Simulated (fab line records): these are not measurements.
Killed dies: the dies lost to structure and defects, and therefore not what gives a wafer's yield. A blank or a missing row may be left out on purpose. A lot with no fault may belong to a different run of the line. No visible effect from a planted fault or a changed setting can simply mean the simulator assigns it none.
Split-lot study || flow n5_finfet || route with 1938 steps; 7 lots, 21 wafers read

THE SPLIT
At N5_BEOL_M11_ALD_74 (deposits TaN, target thk 2 nm, pulse time 2 s, purge time 3 s), the setting ald_cycles was moved away from the recipe's 40 on 5 of the 21 wafers read, by -15.0% to +15.0%. This setting was run at the recipe's value on the other wafers.

Reading taken at the split's own step.

THE READING
TaN_of_BEOL_M11_ALD_74.thk_nm (the simulator's own value, which no gauge read), in nm, at N5_BEOL_M11_ALD_74 (deposits TaN, target thk 2 nm, pulse time 2 s, purge time 3 s). The file does not state a usual value for it.

{"wafer": "L075.4", "tool, chamber at the split": "ald_metal-04, 2", "ald_cycles as run": 40, "against the recipe": "recipe", "TaN_of_BEOL_M11_ALD_74.thk_nm, nm": 2, "against lot-mates on the recipe": "-"}
{"wafer": "L075.5", "tool, chamber at the split": "ald_metal-04, 0", "ald_cycles as run": 34, "against the recipe": "-15.0%", "TaN_of_BEOL_M11_ALD_74.thk_nm, nm": 1.8, "against lot-mates on the recipe": -0.2}
{"wafer": "L075.6", "tool, chamber at the split": "ald_metal-04, 1", "ald_cycles as run": 34, "against the recipe": "-15.0%", "TaN_of_BEOL_M11_ALD_74.thk_nm, nm": 1.6, "against lot-mates on the recipe": -0.4}
{"wafer": "L076.2", "tool, chamber at the split": "ald_metal-02, 3,0", "ald_cycles as run": 40, "against the recipe": "recipe", "TaN_of_BEOL_M11_ALD_74.thk_nm, nm": 2, "against lot-mates on the recipe": "-"}
{"wafer": "L076.5", "tool, chamber at the split": "ald_metal-02, 3,0", "ald_cycles as run": 40, "against the recipe": "recipe", "TaN_of_BEOL_M11_ALD_74.thk_nm, nm": 2, "against lot-mates on the recipe": "-"}
{"wafer": "L076.3", "tool, chamber at the split": "ald_metal-02, 0", "ald_cycles as run": 46, "against the recipe": "+15.0%", "TaN_of_BEOL_M11_ALD_74.thk_nm, nm": 2.4, "against lot-mates on the recipe": "+0.4"}
{"wafer": "L077.2", "tool, chamber at the split": "ald_metal-03, 1,3,0", "ald_cycles as run": 40, "against the recipe": "recipe", "TaN_of_BEOL_M11_ALD_74.thk_nm, nm": 2, "against lot-mates on the recipe": "-"}
{"wafer": "L077.3", "tool, chamber at the split": "ald_metal-03, 1,3,0", "ald_cycles as run": 40, "against the recipe": "recipe", "TaN_of_BEOL_M11_ALD_74.thk_nm, nm": 2, "against lot-mates on the recipe": "-"}
{"wafer": "L077.6", "tool, chamber at the split": "ald_metal-03, 1,3,0", "ald_cycles as run": 40, "against the recipe": "recipe", "TaN_of_BEOL_M11_ALD_74.thk_nm, nm": 2, "against lot-mates on the recipe": "-"}
{"wafer": "L080.2", "tool, chamber at the split": "ald_metal-04, 2,3,2", "ald_cycles as run": 40, "against the recipe": "recipe", "TaN_of_BEOL_M11_ALD_74.thk_nm, nm": 2, "against lot-mates on the recipe": "-"}
{"wafer": "L080.3", "tool, chamber at the split": "ald_metal-04, 2,3,2", "ald_cycles as run": 40, "against the recipe": "recipe", "TaN_of_BEOL_M11_ALD_74.thk_nm, nm": 2, "against lot-mates on the recipe": "-"}
{"wafer": "L080.5", "tool, chamber at the split": "ald_metal-04, 2,3,2", "ald_cycles as run": 40, "against the recipe": "recipe", "TaN_of_BEOL_M11_ALD_74.thk_nm, nm": 2, "against lot-mates on the recipe": "-"}
{"wafer": "L087.1", "tool, chamber at the split": "ald_metal-03, 2,0,3", "ald_cycles as run": 40, "against the recipe": "recipe", "TaN_of_BEOL_M11_ALD_74.thk_nm, nm": 2, "against lot-mates on the recipe": "-"}
{"wafer": "L087.3", "tool, chamber at the split": "ald_metal-03, 2,0,3", "ald_cycles as run": 40, "against the recipe": "recipe", "TaN_of_BEOL_M11_ALD_74.thk_nm, nm": 2, "against lot-mates on the recipe": "-"}
{"wafer": "L087.4", "tool, chamber at the split": "ald_metal-03, 2,0,3", "ald_cycles as run": 40, "against the recipe": "recipe", "TaN_of_BEOL_M11_ALD_74.thk_nm, nm": 2, "against lot-mates on the recipe": "-"}
{"wafer": "L092.4", "tool, chamber at the split": "ald_metal-03, 0,2", "ald_cycles as run": 40, "against the recipe": "recipe", "TaN_of_BEOL_M11_ALD_74.thk_nm, nm": 2, "against lot-mates on the recipe": "-"}
{"wafer": "L092.6", "tool, chamber at the split": "ald_metal-03, 0,2", "ald_cycles as run": 40, "against the recipe": "recipe", "TaN_of_BEOL_M11_ALD_74.thk_nm, nm": 2, "against lot-mates on the recipe": "-"}
{"wafer": "L092.5", "tool, chamber at the split": "ald_metal-03, 1", "ald_cycles as run": 37, "against the recipe": "-7.5%", "TaN_of_BEOL_M11_ALD_74.thk_nm, nm": 1.8, "against lot-mates on the recipe": -0.2}
{"wafer": "L097.1", "tool, chamber at the split": "ald_metal-02, 2,1", "ald_cycles as run": 40, "against the recipe": "recipe", "TaN_of_BEOL_M11_ALD_74.thk_nm, nm": 2, "against lot-mates on the recipe": "-"}
{"wafer": "L097.4", "tool, chamber at the split": "ald_metal-02, 2,1", "ald_cycles as run": 40, "against the recipe": "recipe", "TaN_of_BEOL_M11_ALD_74.thk_nm, nm": 2, "against lot-mates on the recipe": "-"}
{"wafer": "L097.6", "tool, chamber at the split": "ald_metal-02, 1", "ald_cycles as run": 36, "against the recipe": "-10.0%", "TaN_of_BEOL_M11_ALD_74.thk_nm, nm": 1.8, "against lot-mates on the recipe": -0.2}
Where a row lists several chambers, the file gives one row for several wafers and doesn't say which wafer went through which chamber.

FIT RESULTS
A straight line over all 21 wafers: TaN_of_BEOL_M11_ALD_74.thk_nm changes by +0.0225 nm for each +1% of ald_cycles; r = +0.97; the points scatter about the line by 0.038 nm.
The same after taking each lot's own level away (the mean of its wafers on the recipe; 21 wafers): +0.0225 nm for each +1%; r = +0.97; scatter 0.038 nm.
The reading moves by 0.34 nm for the largest change in ald_cycles, on that fit.
The lots' own levels span 2.00 to 2.00 nm.
Consequently the slope shifts little with the lot-to-lot level, the two slopes agreeing.
Check: for one of the wafers moved furthest among these (-15.0%), held out of the fit, the line's prediction against its lot-mates is -0.382 nm. It came out at -0.2 nm against them.

FILE'S OWN FIT
TaN_of_BEOL_M11_ALD_74.thk_nm changes by +0.0231 nm for each +1% of ald_cycles, r = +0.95.
